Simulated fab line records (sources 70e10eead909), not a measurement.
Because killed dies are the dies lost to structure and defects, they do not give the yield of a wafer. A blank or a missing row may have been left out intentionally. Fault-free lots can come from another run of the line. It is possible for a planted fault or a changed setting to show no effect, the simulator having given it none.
Comparing a struck lot with a sound one -- flow nand harc -- 14 steps out of a route of 1159
Sound: these wafers, L527.4, L527.5, L527.6. Struck: wafers L541.2, L541.6 (left out: L541.3, a lot-mate that was not struck); the cause follows at the end.
Per side, at each step with rows, come the tool, then ch with its chambers, and then its first start. Under that, the readings that differ: sound wafers -- struck wafers -- difference of the means -- sigmas: that difference in standard deviations of wafers without a fault.
alike: readings whose means differ by less than 2 such deviations, and words and numbers that are the same on both sides. not compared: withheld readings, readings that some wafer has no value for, bounds like >300 that may hide the same value, and numbers for which the record gives no deviation and whose values overlap.
Wherever a step has rows on one side only, a row that says differs or no value, or a row with sigmas, the two part there. When numbers do not overlap yet have no deviation, they are printed without sigmas and do not part them. A reading missing from all wafers of one side parts the sides only when that side holds two or more wafers.

NHARC_A_CHANNEL_HOLE_D1_CD_MEAS_30:
  sound on cd sem-03 at day 8 23:43; struck on cd sem-01 at day 11 22:14
  alike: cd nm
NHARC_A_CHANNEL_HOLE_D1_XSEM_31:
  sound on xsem-01 ch 0, day 8 23:48; struck on xsem-01 ch 0, day 11 22:20
  alike: bot cd nm, bow nm, tilt deg
NHARC_A_CHANNEL_HOLE_D1_INSPECT_40:
  sound on defect inspect-02 at day 8 23:53; struck on defect inspect-02 at day 11 22:25
  alike: raw defect count
then, 2 steps without rows for these wafers: NHARC_A_CHANNEL_FILL_D1_PRECLEAN_00 (cleans in SC1); NHARC_A_CHANNEL_FILL_D1_SRD_01.
NHARC_A_CHANNEL_FILL_D1_ALD_02: deposits SiO2, target thk 6 nm, pulse time 10 s, ald cycles 60.
  sound on ald hk-03 ch 0,1,2, day 9 01:35; struck on ald hk-01 ch 0, day 11 22:37
  alike: heater power w, precursor pulse height rel
then, 1 step without rows for these wafers: NHARC_A_CHANNEL_FILL_D1_ALD_03 (deposits SiNx, target thk 6 nm, pulse time 60 s, ald cycles 58).
NHARC_A_CHANNEL_FILL_D1_ALD_14: deposits SiO2, target thk 2.5 nm, pulse time 10 s, ald cycles 25.
  sound on ald hk-03 ch 0,3, day 9 08:27; struck on ald hk-01 ch 2,3, day 12 04:05
  alike: heater power w, precursor pulse height rel
then, 1 step without rows for these wafers: NHARC_A_CHANNEL_FILL_D1_ALD_15 (deposits SiNx, target thk 2 nm, pulse time 60 s, ald cycles 19).
NHARC_A_CHANNEL_FILL_D1_ALD_16: deposits SiO2, target thk 1.5 nm, pulse time 10 s, ald cycles 15.
  sound on ald hk-04 ch 0,1,3, day 9 13:43; struck on ald hk-01 ch 0,2, day 12 10:26
  alike: heater power w, precursor pulse height rel
then, 2 steps without rows for these wafers: NHARC_A_CHANNEL_FILL_D1_ANNEAL_17 (time 1800 s); NHARC_A_CHANNEL_FILL_D1_CVD_18 (deposits poly-Si, target thk 3 nm).
NHARC_A_CHANNEL_FILL_D1_ETCHBACK_19: etches the open film in HBr/Cl2, target depth 5 nm, time 1.7 s.
  sound on rie si-04 ch 2,3, day 10 02:23; struck on rie si-01 ch 0, day 12 22:52
reading,sound,struck,difference,sigmas
oes product au (a.u.),0.997 0.998 1.016,0.693 0.681,-0.317,-24
  alike: drypump motor current A, throttle valve pct
  not compared: rf hours counter h
NHARC_A_CHANNEL_FILL_D1_ETCHBACK_20: etches the open film in C4F8/O2/Ar, target depth 27 nm, time 13.5 s.
  sound on rie diel-10 ch 0,1, day 10 02:31; struck on rie diel-10 ch 1,2, day 12 23:00
  alike: oes product au, rf vpp V
  not compared: rf hours counter h

WHERE THEY PART
NHARC_A_CHANNEL_FILL_D1_ETCHBACK_19 only, going by this record. Later steps at which nothing parts them and some readings are alike: NHARC_A_CHANNEL_FILL_D1_ETCHBACK_20.

WHY: whatever the simulator had introduced
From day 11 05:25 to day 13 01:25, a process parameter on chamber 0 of rie si-01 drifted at NHARC_A_CHANNEL_FILL_D1_ETCHBACK_19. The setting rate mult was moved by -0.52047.
